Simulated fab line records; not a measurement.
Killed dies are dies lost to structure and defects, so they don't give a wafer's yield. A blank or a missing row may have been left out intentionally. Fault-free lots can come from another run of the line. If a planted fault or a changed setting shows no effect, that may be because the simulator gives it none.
Struck lot and sound lot, side by side    flow n5_finfet    13 steps out of a route of 1938
Sound: the wafers L689.1, L689.4, L689.6. Wafers struck: L684.2, L684.3, L684.4. At the end, the cause is stated.
Order at every step that has rows: each side's tool, ch and its chambers, its first start. Under that, the readings that differ: sound wafers    struck wafers    difference of the means    sigmas: that difference in standard deviations of wafers without a fault.
alike: words and numbers the same on both sides, and readings whose means are apart by under 2 such deviations; not compared: readings that were withheld, readings missing a value for some wafer, numbers with overlapping values and no deviation given by the record, and bounds like >300 which may hide the same value.
A row with sigmas, a row that says differs or no value, or rows on one side alone: a step with any of these is where the two part. Numbers that don't overlap but have no deviation are shown without sigmas and don't part them. Lack of a reading on every wafer of one side parts them only where that side has two or more wafers.

first, 11 steps without rows for these wafers: N5_BEOL_M9_DESCUM_33 (chemistry O2, time 7 s); N5_BEOL_M9_ETCH_76 (etches underlayer in N2/H2, target depth 6.5 nm, time 5.2 s); N5_BEOL_M9_ETCH_65 (etches SiARC in CF4, target depth 15.6 nm, time 26 s); N5_BEOL_M9_ETCH_66 (etches SOC in N2/H2, target depth 80 nm, overetch 16 nm, time 120 s); N5_BEOL_M9_STRIP_69 (strips in N2/H2); N5_BEOL_M9_STRIP_77 (strips in N2/H2); N5_BEOL_M9_VIA_ETCH_34 (etches SiCOH lowk in C4F6/O2, target depth 182.4 nm, time 68.4 s); N5_BEOL_M9_STRIP_73 (strips in C4F6/O2); N5_BEOL_M9_STRIP_36 (strips in N2/H2); N5_BEOL_M9_TRENCH_ETCH_37 (etches SiCOH lowk in C4F6/O2, target depth 151.43 nm, time 49 s); N5_BEOL_M9_ETCH_41 (etches SiCN in CH3F/O2, target depth 36.6 nm, time 70.1 s).
N5_BEOL_M9_STRIP_80: strips in N2/H2, time 10 s.
  sound on rie_diel-04 ch 0,3, day 17 03:31; struck on rie_diel-06 ch 0,2, day 15 11:28
  no value came back on the struck wafers for any of 7 readings (bias_power_w (W), chamber_pressure_mTorr (mTorr) and others); on the sound wafers bias_power_w (W) reads 7.007 6.979 6.992
  not compared: rf_hours_counter_h
-- a jump in the record: the struck wafers' starts before and after are 3 days apart (it breaks off in module BEOL_M9 and resumes in module PASSIVATION, where the first step shown is number 1936 of the route) --
N5_PASSIVATION_PROBE_49:
  rows exist in the record for the struck wafers here (prober-01, day 18 08:49), but not for the sound ones

WHERE THEY PART
At N5_BEOL_M9_STRIP_80 first; at N5_PASSIVATION_PROBE_49 last (within this record only).

WHY: what the simulator had put in
At N5_BEOL_M9_STRIP_80, the step was skipped entirely on rie_diel-06 from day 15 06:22 on. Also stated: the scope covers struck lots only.
